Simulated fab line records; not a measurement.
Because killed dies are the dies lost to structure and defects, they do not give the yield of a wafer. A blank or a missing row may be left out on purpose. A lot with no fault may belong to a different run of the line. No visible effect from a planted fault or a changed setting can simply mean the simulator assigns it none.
Commonality check across tools	flow n5-finfet	Sample size 8 lots and 24 wafers

## REASON IT WAS OPENED
At N5_BEOL_M1_INSPECT_13 the reading raw-defect-count is flagged on 2 of 8 lots. Wafers without a fault read 394, standard deviation 87.
Rule: a lot gets a flag if all its wafers with a number sit over 4 standard deviations from that mean, or if no wafer of it has a number. The other lots count as sound.

lot	measured	on	raw-defect-count, wafer by wafer	flag
L456	day 6 15:43	defect-inspect-02	364 449 388	
L459	day 6 22:46	defect-inspect-01	310 321 266	
L463	day 8 04:50	defect-inspect-01	435 531 473	
L465	day 8 20:59	defect-inspect-01	371 375 503	
L468	day 9 15:39	defect-inspect-02	365 523 314	
L470	day 10 02:15	defect-inspect-02	744 795 782	FLAGGED
L471	day 10 02:47	defect-inspect-01	798 744 765	FLAGGED
L477	day 11 17:30	defect-inspect-02	386 489 511	
The mean of the flagged lots' numbers is 771, +377 from the usual (+4 standard deviations).

## TOOL THAT RAN EACH LOT
The record holds 1 process step before the reading, out of a route of 1938 steps. In each cell: the tool, then ch and the chambers that the sampled wafers went through, then the start.
lot	flag	N5_BEOL_M1_HM_DEP_02
L456		pvd-sputter-03, day 6 15:07
L459		pvd-sputter-03, day 6 22:10
L463		pvd-sputter-01, day 8 04:14
L465		pvd-sputter-03, day 8 20:23
L468		pvd-sputter-01, day 9 15:11
L470	FLAGGED	pvd-sputter-03, day 10 01:46
L471	FLAGGED	pvd-sputter-03, day 10 02:19
L477		pvd-sputter-02, day 11 17:01
These steps, and what they do:
- N5_BEOL_M1_HM_DEP_02: deposits TiN, target thk 20 nm.
- N5_BEOL_M1_INSPECT_13: inspects for defects (brightfield).

## FLAGGED AGAINST TOTAL, ONE TOOL AT A TIME (gauges that did the reading follow at the end)
step	tool	lots run	flagged	share of the flagged lots	sound lots run after its first flagged lot
N5_BEOL_M1_HM_DEP_02	pvd-sputter-01	2	0	none	-
N5_BEOL_M1_HM_DEP_02	pvd-sputter-02	1	0	none	-
N5_BEOL_M1_HM_DEP_02	pvd-sputter-03	5	2	all	0
N5_BEOL_M1_INSPECT_13	defect-inspect-01	4	1	some	0
N5_BEOL_M1_INSPECT_13	defect-inspect-02	4	1	some	1 (L477)

## WHAT THE TABLE ALLOWS
1 row of the table ran every flagged lot: pvd-sputter-03 at N5_BEOL_M1_HM_DEP_02.
- pvd-sputter-03 at N5_BEOL_M1_HM_DEP_02: 2 of its 5 lots flagged. It ran its last sound lot, L465, at day 8 20:23 and its first flagged lot, L470, at day 10 01:46: a fault with its onset between the two fits.
Just one tool remains: pvd-sputter-03 at N5_BEOL_M1_HM_DEP_02.

## WHAT WAS PUT IN BY THE SIMULATOR
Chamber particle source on pvd-sputter-03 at N5_BEOL_M1_HM_DEP_02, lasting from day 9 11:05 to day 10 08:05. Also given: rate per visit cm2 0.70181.
Struck lots among those shown: L470, L471. The rule above reached the same finding.
